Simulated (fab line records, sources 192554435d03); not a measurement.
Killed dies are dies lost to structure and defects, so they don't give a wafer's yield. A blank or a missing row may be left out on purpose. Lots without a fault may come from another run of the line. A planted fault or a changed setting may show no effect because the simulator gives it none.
Chamber matching | flow n5_finfet | N5_BEOL_M3_ETCH_70 on rie_diel-02: 4 sister chambers
The step etches SOC in N2/H2, target depth 80 nm, overetch 16 nm, time 120 s. 20 wafers are shown with their chamber, then 10 later ones without.

WAFERS WITH THEIR CHAMBER
wafer  | chamber | drypump_motor_current_A (A) | showerhead_plenum_p_Torr (Torr) | throttle_valve_pct (%)
L077.4 | 0       | 5.5                         | 2.41                            | 17.83
L077.5 | 2       | 6.4                         | 2.54                            | 18.32
L077.6 | 3       | 5.6                         | 2.36                            | 17.77
L080.1 | 1       | 5.0                         | 2.60                            | 17.78
L080.3 | 0       | 5.5                         | 2.41                            | 17.85
L080.4 | 2       | 6.3                         | 2.54                            | 18.33
L079.4 | 2       | 6.3                         | 2.54                            | 18.34
L079.5 | 1       | 5.0                         | 2.60                            | 17.79
L079.6 | 0       | 5.5                         | 2.41                            | 17.85
L083.2 | 2       | 6.4                         | 2.54                            | 18.35
L083.4 | 1       | 5.0                         | 2.60                            | 17.77
L083.6 | 0       | 5.5                         | 2.41                            | 17.85
L088.2 | 3       | 5.6                         | 2.36                            | 17.79
L088.5 | 3       | 5.6                         | 2.36                            | 17.79
L088.6 | 0       | 5.5                         | 2.40                            | 17.85
L087.4 | 2       | 6.3                         | 2.53                            | 18.35
L087.5 | 3       | 5.6                         | 2.36                            | 17.79
L087.6 | 0       | 5.5                         | 2.40                            | 17.85
L090.1 | 1       | 5.0                         | 2.59                            | 17.82
L090.2 | 0       | 5.5                         | 2.40                            | 17.88

SIGNATURES (means of the wafers above)
reading                  | chamber 0 | chamber 1 | chamber 2 | chamber 3 | scatter within a chamber
drypump_motor_current_A  | 5.500     | 5.000     | 6.340     | 5.600     | 0.0274
showerhead_plenum_p_Torr | 2.4057    | 2.5975    | 2.5380    | 2.3600    | 0.00452
throttle_valve_pct       | 17.8514   | 17.7900   | 18.3380   | 17.7850   | 0.0151
Rule: a wafer's distance from a chamber is the root of the sum, over the readings, of the square of ((its reading less the chamber's mean) divided by the reading's scatter). The wafer belongs to the nearest chamber; if the next one is less than 2 further off, it can't be placed. The scatter: the root of (the sum of the squares of (reading less its chamber's mean) over the shown wafers, divided by (wafers less chambers)).

WAFERS WITHOUT THEIR CHAMBER
wafer  | drypump_motor_current_A (A) | showerhead_plenum_p_Torr (Torr) | throttle_valve_pct (%)
L090.5 | 6.4                         | 2.53                            | 18.35
L093.1 | 5.5                         | 2.40                            | 17.86
L093.2 | 6.4                         | 2.53                            | 18.36
L093.5 | 5.6                         | 2.36                            | 17.78
L092.1 | 6.3                         | 2.53                            | 18.38
L092.4 | 5.6                         | 2.36                            | 17.80
L092.6 | 5.0                         | 2.59                            | 17.82
L095.2 | 6.3                         | 2.53                            | 18.37
L095.4 | 5.6                         | 2.36                            | 17.80
L095.5 | 6.4                         | 2.53                            | 18.37

WHICH CHAMBER EACH WENT THROUGH
wafer  | from the rows above | in truth
L090.5 | 2                   | 2
L093.1 | 0                   | 0
L093.2 | 2                   | 2
L093.5 | 3                   | 3
L092.1 | 2                   | 2
L092.4 | 3                   | 3
L092.6 | 1                   | 1
L095.2 | 2                   | 2
L095.4 | 3                   | 3
L095.5 | 2                   | 2
Placed correctly: 10 of 10. Can't be placed from these rows: 0. Placed wrongly: 0.
